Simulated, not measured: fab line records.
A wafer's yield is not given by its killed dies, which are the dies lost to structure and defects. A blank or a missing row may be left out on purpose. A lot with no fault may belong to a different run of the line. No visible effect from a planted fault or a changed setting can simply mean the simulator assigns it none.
Check for tools in common    flow n5 finfet    Sampled: 9 lots, 27 wafers

WHY IT WAS OPENED
Flagged at N5_BEOL_M8_INSPECT_58: reading raw defect count, on 2 of 9 lots. Fault-free wafers read 74, with a standard deviation of 25.
Rule: a lot is flagged in two cases, either no wafer of it has a number, or all its wafers with numbers fall more than 4 standard deviations from that mean. As for the other lots, they are considered sound.

lot   measured      on                 raw defect count, wafer by wafer  flag
L345  day 10 03:05  defect inspect-01  54 43 62                          
L350  day 11 15:44  defect inspect-01  1185 1145 1138                    FLAGGED
L349  day 11 16:35  defect inspect-02  1253 1198 1108                    FLAGGED
L358  day 14 02:47  defect inspect-01  55 160 64                         
L359  day 14 05:49  defect inspect-02  83 122 87                         
L361  day 14 19:37  defect inspect-02  59 68 62                          
L363  day 15 09:50  defect inspect-01  73 138 65                         
L365  day 15 11:07  defect inspect-01  100 98 86                         
L364  day 15 15:32  defect inspect-01  68 42 38                          
The mean of the flagged lots' numbers is 1171, +1097 from the usual (+44 standard deviations).

WHICH TOOL RAN EACH LOT
The record holds 2 process steps before the reading, out of a route of 1938 steps. In each cell: the tool, then ch and the chambers that the sampled wafers went through, then the start.
lot   flag     N5_BEOL_M8_STRIP_36                 N5_BEOL_M8_CMP_52
L345           rie diel-03 ch 1,2,3, day 10 00:21  cmp-03 ch 0,2,3, day 10 02:42
L350  FLAGGED  rie diel-04 ch 0,1, day 11 11:44    cmp-03 ch 0,1,2, day 11 15:17
L349  FLAGGED  rie diel-03 ch 0,2, day 11 13:26    cmp-03 ch 0,1,3, day 11 16:14
L358           rie diel-04 ch 1,2, day 13 22:20    cmp-04 ch 2,3, day 14 02:20
L359           rie diel-04 ch 0,1,3, day 14 02:18  cmp-01 ch 1,2,3, day 14 05:24
L361           rie diel-03 ch 0,1, day 14 15:14    cmp-01 ch 2,3, day 14 19:10
L363           rie diel-03 ch 0,1,2, day 15 07:25  cmp-03 ch 1,2,3, day 15 09:23
L365           rie diel-01 ch 1,2,3, day 15 07:34  cmp-03 ch 1,2,3, day 15 10:40
L364           rie diel-01 ch 1,2,3, day 15 12:14  cmp-04 ch 0,2, day 15 15:07
What is done by these steps:
- N5_BEOL_M8_STRIP_36: strips in N2/H2.
- N5_BEOL_M8_CMP_52: polishes, stops on SiCOH lowk, t overpolish 6.9 s, target thk 80 nm.
- N5_BEOL_M8_INSPECT_58: inspects for defects (darkfield).

FLAGGED AGAINST TOTAL, ONE TOOL AT A TIME (gauges that did the reading follow at the end)
step                   tool               lots run  flagged  share of the flagged lots  sound lots run after its first flagged lot
N5_BEOL_M8_STRIP_36    rie diel-01        2         0        none                       -
N5_BEOL_M8_STRIP_36    rie diel-03        4         1        some                       2 (L361,L363)
N5_BEOL_M8_STRIP_36    rie diel-04        3         1        some                       2 (L358,L359)
N5_BEOL_M8_CMP_52      cmp-01             2         0        none                       -
N5_BEOL_M8_CMP_52      cmp-03             5         2        all                        2 (L363,L365)
N5_BEOL_M8_CMP_52      cmp-04             2         0        none                       -
N5_BEOL_M8_INSPECT_58  defect inspect-01  6         1        some                       4 (L358,L363,L365,L364)
N5_BEOL_M8_INSPECT_58  defect inspect-02  3         1        some                       2 (L359,L361)

WHAT THE TABLE ALLOWS
1 row of the table ran every flagged lot: cmp-03 at N5_BEOL_M8_CMP_52.
- cmp-03 at N5_BEOL_M8_CMP_52: 2 of its 5 lots flagged. After the first flagged lot (L363, L365), sound lots still ran on it; a lasting fault on the whole tool would not permit that.
None of the table's rows ran every flagged lot and, after the first, no sound lot.

WHAT WAS PUT IN BY THE SIMULATOR
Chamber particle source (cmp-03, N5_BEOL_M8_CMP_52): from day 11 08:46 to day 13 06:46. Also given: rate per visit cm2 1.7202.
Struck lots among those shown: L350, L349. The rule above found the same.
